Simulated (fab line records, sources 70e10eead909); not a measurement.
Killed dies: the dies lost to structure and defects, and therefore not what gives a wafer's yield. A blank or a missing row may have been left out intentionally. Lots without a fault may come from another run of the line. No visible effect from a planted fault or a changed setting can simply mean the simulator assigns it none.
fab line records	flow nand-harc	part 2 of 2: steps 37 to 42 of 42
[record] lots = 5	wafers = 15	last-day = 32
route steps=1302 shown P_ZERO_WELL@51 P_STI@69
lots untouched by any fault: they come from a run of this same line in which no faults occurred
start-h: hours from the record's opening day to when the first of the lot's shown wafers began	wait-h: hours since the lot's step before	" as in the row above	L1.1+2: several wafers, shown together as one row	- no value present, or no start provided	* or withheld: withheld	< > ~ a bound
route shown NAME@n: a module of which the file shows steps, and the number in the route of the first	usual: mean/standard deviation taken from wafers without a fault	same: alike in all rows	chamber/n: place in a boat	sites: each site's reading	_std_site: the standard deviation of these	_edge_site: outer sites' mean less inner sites'	radius-mm: for every site, how far away it sits from the centre of the wafer	mask NAME#n: copy n	behind: the last tool/chamber to shape the wafer	hold: why the lot was held/for how many hours/how that ended	device: which transistor (n, p or np) failed to switch	end of line: the same wafers' tests at the end of the route	a step without rows: its recipe alone	killed: the dies lost at the first sort to structure and to defects; this is not the yield of the wafer	map: per-die view of a wafer (x killed, . not killed, _ where there is no die)
set.NAME: the run value of the setting; set.NAME@STEP: its run value at that earlier step	model.NAME: the simulator's own value behind a step, which no gauge read
lots at selected steps of the route; one table per step, one row per wafer
services: from which hour (start-h, from the record's first day; less than 0 if before it) a tool's chamber was out of use, for how many hours, and why
[[steps]]
[step NHARC_P_STI_DESCUM_14]
[recipe] time-s = 3	o2-flow-sccm = 200	ar-flow-sccm = 0	bias-power-w = 0	chemistry = O2
[usual] drypump-motor-current-A = 5.6/0.35	oes-product-au = 1.000/0.008	rf-vpp-V = 57.6/0.85	showerhead-plenum-p-Torr = 1.89/0.073	throttle-valve-pct = 11.311/0.0094
lot.wafer	tool	chamber	start-h	wait-h	drypump-motor-current-A	oes-product-au	rf-hours-counter-h	rf-vpp-V	showerhead-plenum-p-Torr	throttle-valve-pct
L074.1	rie-diel-01	0	46.41	-	5.9	0.996	2	57.1	1.83	11.307
L074.4	"	1	"	"	5.1	1.002	2	56.9	1.81	11.306
L074.5	"	2	"	"	5.5	1.005	-	58.3	1.97	11.303
L079.2	rie-diel-02	2	94.12	-	5.2	0.998	1	59.1	1.90	11.309
L079.5	"	0	"	"	6.1	1.001	-	58.6	1.89	11.315
L079.6	"	1	"	"	5.8	0.997	-	58.8	1.94	11.306
L082.2	rie-diel-01	1	123.80	-	5.2	1.007	6	58.8	1.81	11.309
L082.3	"	3	"	"	5.7	1.005	7	58.4	1.93	11.317
L082.6	"	1	"	"	5.1	1.004	-	57.5	1.81	11.313
L086.1	rie-diel-08	0	166.55	-	5.2	0.999	12	57.9	2.04	11.288
L086.5	"	0	"	"	5.2	1.010	-	57.6	2.04	11.307
L086.6	"	1	"	"	6.2	0.995	-	57.2	1.79	11.295
L095.4	rie-diel-01	3	253.74	-	5.8	0.999	3	58.2	1.93	11.322
L095.5	"	2	"	"	5.4	1.007	-	57.3	1.96	11.307
L095.6	"	3	"	"	5.7	0.990	-	57.7	1.93	11.309
[step NHARC_P_STI_ETCH_42]
[recipe] target-depth-a = 800	overetch-a = 240	time-s = 61	ion-energy-ev = 200	n2-flow-sccm = 150	h2-flow-sccm = 150	ar-flow-sccm = 0	rf-w = 400	bias-w = 150	chemistry = N2/H2
[usual] drypump-motor-current-A = 5.7/0.35	oes-product-au = 1.001/0.0085	rf-vpp-V = 429.7/2.2	showerhead-plenum-p-Torr = 2.01/0.077	throttle-valve-pct = 14.173/0.0085
lot.wafer	tool	chamber	start-h	wait-h	drypump-motor-current-A	oes-product-au	rf-hours-counter-h	rf-vpp-V	showerhead-plenum-p-Torr	throttle-valve-pct
L074.1	rie-diel-01	0	46.48	0.1	5.9	0.997	2	429.4	1.95	14.169
L074.4	"	1	"	"	5.2	1.015	2	427.7	1.93	14.182
L074.5	"	1	"	"	5.1	1.018	-	427.0	1.93	14.166
L079.2	rie-diel-02	2	94.21	0.1	5.2	1.016	1	430.7	2.03	14.183
L079.5	"	3	"	"	6.1	1.006	-	427.6	1.92	14.170
L079.6	"	0	"	"	6.1	0.999	-	428.2	2.02	14.176
L082.2	rie-diel-01	3	123.89	0.1	5.8	1.000	7	431.9	2.06	14.171
L082.3	"	1	"	"	5.1	1.021	6	427.7	1.93	14.180
L082.6	"	3	"	"	5.8	1.005	-	432.1	2.06	14.166
L086.1	rie-diel-08	0	166.64	0.1	5.2	1.005	12	433.8	2.17	14.170
L086.5	"	2	"	"	5.4	0.988	-	432.5	2.08	14.170
L086.6	"	3	"	"	5.7	0.995	-	427.7	1.90	14.184
L095.4	rie-diel-01	1	253.83	0.1	5.1	0.985	3	426.8	1.93	14.169
L095.5	"	2	"	"	5.4	1.007	-	430.8	2.09	14.171
L095.6	"	3	"	"	5.8	0.990	-	430.6	2.06	14.170
[step NHARC_P_STI_ETCH_31]
[recipe] target-depth-a = 1089	time-s = 54.5	cf4-flow-sccm = 100	chf3-flow-sccm = 30	ar-flow-sccm = 0	rf-w = 500	bias-w = 200	chemistry = CF4/CHF3
[usual] chf3-flow-sccm = 29.99/0.094	drypump-motor-current-A = 5.7/0.36	oes-product-au = 0.966/0.016	rf-vpp-V = 369.8/2.2	showerhead-plenum-p-Torr = 1.55/0.059	throttle-valve-pct = 16.802/0.01
lot.wafer	tool	chamber	start-h	wait-h	chf3-flow-sccm	drypump-motor-current-A	oes-product-au	rf-hours-counter-h	rf-vpp-V	showerhead-plenum-p-Torr	throttle-valve-pct
L074.1	rie-diel-01	3	-	-	29.96	5.7	0.971	2	371.6	1.59	16.819
L074.4	"	1	"	"	30.13	5.1	0.974	2	367.9	1.50	16.808
L074.5	"	3	"	"	29.97	5.7	0.964	-	370.1	1.59	16.793
L079.2	rie-diel-02	2	-	-	30.07	5.2	0.977	1	369.5	1.57	16.801
L079.5	"	3	"	"	29.94	6.1	0.961	-	368.8	1.49	16.799
L079.6	"	0	"	"	29.88	6.1	0.972	-	370.1	1.56	16.799
L082.2	rie-diel-01	1	-	-	30.03	5.2	0.964	6	368.4	1.49	16.785
L082.3	"	3	"	"	30.06	5.8	0.984	7	369.5	1.59	16.788
L082.6	"	1	"	"	29.97	5.1	0.965	-	369.0	1.49	16.796
L086.1	rie-diel-08	2	-	-	29.93	5.3	0.954	11	371.1	1.60	16.814
L086.5	"	3	"	"	30.02	5.7	0.969	-	366.2	1.48	16.812
L086.6	"	0	"	"	30.16	5.2	0.965	-	374.6	1.67	16.802
L095.4	rie-diel-01	0	-	-	30.05	5.9	0.987	2	368.9	1.51	16.800
L095.5	"	1	"	"	29.99	5.2	0.961	-	367.2	1.49	16.802
L095.6	"	2	"	"	29.91	5.4	0.959	-	371.0	1.61	16.792
[step NHARC_P_STI_ETCH_15]
[recipe] target-depth-a = 3000	taper-deg = 4	time-s = 100.1	hbr-flow-sccm = 150	cl2-flow-sccm = 50	rf-w = 400	icp-w = 400	bias-w = 100	chemistry = HBr/Cl2
[usual] drypump-motor-current-A = 5.7/0.52	hbr-flow-sccm = 150.0/0.44	he-backside-leak-sccm = 2.79/0.22	oes-product-au = 1.000/0.0081	throttle-valve-pct = 26.406/0.0091
lot.wafer	tool	chamber	start-h	wait-h	drypump-motor-current-A	hbr-flow-sccm	he-backside-leak-sccm	oes-product-au	rf-hours-counter-h	throttle-valve-pct
L074.4	rie-si-05	2	46.67	-	6.4	150.9	2.67	0.978	0.5	26.377
L074.1	"	1	"	"	5.0	150.2	2.68	1.012	0.5	26.404
L074.5	"	3	"	"	5.5	149.8	2.81	1.005	-	26.413
L079.2	rie-si-03	2	94.38	-	5.5	150.0	2.50	0.995	0.3	26.405
L079.6	"	2	"	"	5.6	149.9	2.74	0.998	-	26.394
L079.5	"	3	"	"	6.4	150.4	2.81	1.007	-	26.404
L082.2	rie-si-05	2	124.10	-	6.5	149.3	2.72	0.997	1.0	26.400
L082.3	"	3	"	"	5.5	150.3	2.71	0.999	1.0	26.416
L082.6	"	1	"	"	5.1	150.1	2.65	1.014	-	26.417
L086.1	rie-si-05	3	166.86	-	5.5	150.6	2.70	0.998	0.2	26.399
L086.5	"	0	"	"	5.9	150.4	3.01	0.984	-	26.405
L086.6	"	1	"	"	5.0	149.8	2.62	1.006	-	26.395
L095.4	rie-si-05	1	254.00	-	5.0	149.9	2.69	0.999	0.8	26.411
L095.6	"	1	"	"	5.0	149.6	2.59	1.017	-	26.414
L095.5	"	2	"	"	6.5	150.8	2.67	1.009	-	26.401
[step NHARC_P_STI_CD_MEAS_16]
[usual] cd-nm = 200.4/2.4
lot.wafer	tool	chamber	start-h	wait-h	cd-nm
L074.1	cd-sem-03	-	46.83	-	200.0
L074.4	"	-	"	"	204.3
L074.5	"	-	"	"	202.2
L079.2	cd-sem-03	-	94.55	-	203.0
L079.5	"	-	"	"	204.1
L079.6	"	-	"	"	204.3
L082.2	cd-sem-01	-	124.24	-	198.6
L082.3	"	-	"	"	195.5
L082.6	"	-	"	"	199.7
L086.1	cd-sem-02	-	166.98	-	201.3
L086.5	"	-	"	"	201.7
L086.6	"	-	"	"	198.7
L095.4	cd-sem-02	-	254.17	-	198.8
L095.5	"	-	"	"	200.8
L095.6	"	-	"	"	201.7
[step NHARC_P_STI_OCD_MEAS_17]
[usual] trench-depth-nm = 301/3.5	trench-foot-cd-nm = 159.1/2.5
lot.wafer	tool	chamber	start-h	wait-h	trench-depth-nm	trench-foot-cd-nm
L074.1	ocd-01	-	46.92	0.1	305	159.0
L074.4	"	-	"	"	293	163.1
L074.5	"	-	"	"	302	161.3
L079.2	ocd-02	-	94.63	0.1	301	162.3
L079.5	"	-	"	"	304	162.3
L079.6	"	-	"	"	299	162.4
L082.2	ocd-01	-	124.32	0.1	299	157.1
L082.3	"	-	"	"	303	155.3
L082.6	"	-	"	"	305	158.0
L086.1	ocd-02	-	167.07	0.1	301	159.7
L086.5	"	-	"	"	296	161.4
L086.6	"	-	"	"	304	157.3
L095.4	ocd-02	-	254.26	0.1	301	157.3
L095.5	"	-	"	"	304	159.0
L095.6	"	-	"	"	304	158.8
[[services]]
tool	chamber	start-h	hours	kind
rie-diel-01	-	26.80	9.0	pm
implanter-01	-	42.61	1.2	repair
litho-track-02	-	52.00	7.0	pm
wet-bench-05	-	55.19	0.9	repair
krf-scanner-02	-	65.97	0.4	repair
wet-bench-09	-	66.56	1.5	repair
krf-scanner-02	-	73.71	2.0	repair
litho-track-07	-	76.00	7.0	pm
rie-diel-01	2	82.55	6.8	repair
wet-bench-05	-	84.80	8.0	pm
litho-track-03	-	100.00	7.0	pm
wet-bench-01	-	101.60	8.0	pm
wet-bench-09	-	105.79	1.7	repair
litho-track-05	-	124.00	7.0	pm
wet-bench-07	-	160.00	8.0	pm
rie-diel-01	0	167.47	2.4	repair
wet-bench-09	-	176.80	8.0	pm
rie-diel-01	-	198.47	2.6	repair
rie-diel-01	-	203.80	9.0	pm
rie-diel-01	0	220.92	9.2	repair
litho-track-02	-	227.00	7.0	pm
implanter-01	-	228.01	1.2	repair
implanter-01	-	241.69	2.6	repair
litho-track-07	-	251.00	7.0	pm
